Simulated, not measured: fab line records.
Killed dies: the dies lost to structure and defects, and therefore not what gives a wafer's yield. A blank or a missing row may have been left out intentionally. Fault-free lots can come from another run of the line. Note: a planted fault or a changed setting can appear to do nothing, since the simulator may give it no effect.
Struck lot and sound lot, side by side | flow n5_finfet | 14 out of 1938 route steps
Sound: these wafers, L167.2, L167.5, L167.6. Wafers struck: L152.2, L152.5, L152.6. At the end, the cause is stated.
For every step that has rows: the tool of each side, followed by ch and its chambers, followed by its first start. Under that, the readings that differ: sound wafers | struck wafers | difference of the means | sigmas: that difference in standard deviations of wafers without a fault.
alike: words and numbers the same on both sides, and readings whose means are apart by under 2 such deviations; not compared: readings that were withheld, readings missing a value for some wafer, numbers with overlapping values and no deviation given by the record, and bounds like >300 which may hide the same value.
A row with sigmas, a row that says differs or no value, or rows on one side alone: a step with any of these is where the two part. Numbers that have no deviation but don't overlap get no sigmas and don't part them. Lack of a reading on every wafer of one side parts them only where that side has two or more wafers.

first, 2 steps without rows for these wafers: N5_BEOL_M4_STRIP_65 (strips in N2/H2); N5_BEOL_M4_STRIP_75 (strips in N2/H2).
N5_BEOL_M4_STRIP_66: strips in CF4.
  sound on rie_diel-03 ch 0,2, day 12 11:57; struck on rie_diel-01 ch 0,3, day 9 04:43
  alike: bias_power_w, drypump_motor_current_A, oes_product_au, power_w, rf_vpp_V, showerhead_plenum_p_Torr, throttle_valve_pct
  not compared: rf_hours_counter_h
N5_BEOL_M4_HM_OPEN_17: chemistry Cl2/BCl3, target TiN, target depth 20 nm, overetch 6 nm.
  sound on rie_metal-02 ch 0,1, day 12 11:59; struck on rie_metal-01 ch 0,1, day 9 04:46
  alike: drypump_motor_current_A, oes_product_au, throttle_valve_pct
  not compared: rf_hours_counter_h
N5_BEOL_M4_STRIP_19: strips in O2.
  sound on rie_diel-03 ch 2,3, day 12 12:07; struck on rie_diel-01 ch 0,2,3, day 9 04:52
  alike: drypump_motor_current_A, oes_product_au, rf_vpp_V, showerhead_plenum_p_Torr, throttle_valve_pct
  not compared: rf_hours_counter_h
N5_BEOL_M4_CD_MEAS_18: pitch 36 nm, target cd 18 nm.
  sound: cd_sem-01 at day 12 12:11; struck: cd_sem-01 at day 9 04:56
  alike: cd_nm
then, 6 steps without rows for these wafers: N5_BEOL_M4_COAT_67 (time 60 s, resist thk 60 nm); N5_BEOL_M4_COAT_68 (time 60 s, resist thk 12 nm); N5_BEOL_M4_COAT_76 (time 60 s, resist thk 5 nm); N5_BEOL_M4_COAT_22 (resist thk 30 nm); N5_BEOL_M4_EBR_24; N5_BEOL_M4_SOFTBAKE_23 (time 60 s).
N5_BEOL_M4_EXPOSE_25: exposes mask V3, defocus 5 nm.
  sound on euv_scanner-02 ch 0, day 12 12:29; struck on euv_scanner-01, day 9 05:07
  no value came back on the struck wafers for dipole_opening_deg (degrees), exposure_dose_mJ_cm2; on the sound wafers dipole_opening_deg (degrees) reads 30 30 30
  alike: mask
then, 1 step without rows for these wafers: N5_BEOL_M4_PEB_26 (peb time 60 s).

## WHERE THEY PART
N5_BEOL_M4_EXPOSE_25 only, going by this record.

WHY: whatever the simulator had introduced
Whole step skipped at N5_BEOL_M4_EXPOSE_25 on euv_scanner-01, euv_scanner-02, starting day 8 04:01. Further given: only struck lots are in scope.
